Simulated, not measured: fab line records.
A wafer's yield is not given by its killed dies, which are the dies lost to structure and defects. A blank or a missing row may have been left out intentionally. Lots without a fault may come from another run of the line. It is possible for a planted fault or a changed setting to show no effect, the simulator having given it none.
A struck lot beside a sound one	flow n5 finfet	14 steps out of a route of 1938
Sound: the wafers L190.1, L190.2, L190.5. Struck: wafers L189.1, L189.2, L189.3. At the end, the cause is stated.
Per side, at each step with rows, come the tool, then ch with its chambers, and then its first start. Under that, the readings that differ: sound wafers	struck wafers	difference of the means	sigmas: that difference in standard deviations of wafers without a fault.
alike: readings with means less than 2 such deviations apart, plus words and numbers identical on both sides. not compared: withheld readings, readings lacking a value on some wafer, bounds such as >300 that could conceal the same value, and numbers that have no deviation in the record and whose values overlap.
The two part at a step that has a row with sigmas, a row that says differs or no value, or rows on one side only. When numbers do not overlap yet have no deviation, they are printed without sigmas and do not part them. Lack of a reading on every wafer of one side parts them only where that side has two or more wafers.

N5_MIM_BOT_ETCH_STRIP_01: strips in O2.
  sound on rie diel-01 ch 0,2,3, day 15 09:33; struck on rie diel-04 ch 1,2,3, day 14 21:43
  alike: drypump motor current A, o2 flow sccm, oes product au, rf vpp V, showerhead plenum p Torr, throttle valve pct
  not compared: rf hours counter h
then, 3 steps without rows for these wafers: N5_MIM_BOT_ETCH_STRIP_02 (strips in post etch residue remover, time 1200 s); N5_MIM_BOT_ETCH_CLEAN_05 (cleans in IPA, time 180 s); N5_MIM_BOT_ETCH_SRD_06 (time 30 s).
N5_PASSIVATION_PECVD_55: deposits SiO2 from SiH4/N2O, target thk 400 nm, time 22.5 s.
  sound on pecvd-02 ch 0,1,2, day 15 10:03; struck on pecvd-01 ch 0,1,2, day 14 22:14
  alike: heater power outer w, heater power w, showerhead plenum p Torr, susceptor temp C, throttle valve pct
  not compared: since wet clean h
N5_PASSIVATION_PECVD_01: deposits SiNx from SiH4/NH3/N2, target thk 200 nm, time 43.2 s.
  sound on pecvd-02 ch 0,1,2, day 15 10:05; struck on pecvd-01 ch 0,1,2, day 14 22:16
  alike: heater power outer w, heater power w, showerhead plenum p Torr, susceptor temp C, throttle valve pct
  not compared: since wet clean h
then, 6 steps without rows for these wafers: N5_PASSIVATION_HMDS_03 (time 60 s); N5_PASSIVATION_COAT_04; N5_PASSIVATION_EBR_06; N5_PASSIVATION_SOFTBAKE_05 (time 90 s); N5_PASSIVATION_EXPOSE_07 (exposes mask TV, defocus 0 nm, target cd 3000 nm); N5_PASSIVATION_PEB_08.
N5_PASSIVATION_DEVELOP_09: develop time 60 s.
  struck on litho track-05, day 15 05:16; sound on litho track-05 ch 0, day 15 12:17
  no value came back on the struck wafers for chill plate temp C (C), develop time s (s); on the sound wafers chill plate temp C (C) reads 23.10 23.13 22.87
  not compared: model.coat_of_PASSIVATION_COAT_04.thk nm
then, 1 step without rows for these wafers: N5_PASSIVATION_HARDBAKE_11 (time 120 s).

== WHERE THEY PART ==
N5_PASSIVATION_DEVELOP_09 only, going by this record.

WHY: the cause the simulator had injected
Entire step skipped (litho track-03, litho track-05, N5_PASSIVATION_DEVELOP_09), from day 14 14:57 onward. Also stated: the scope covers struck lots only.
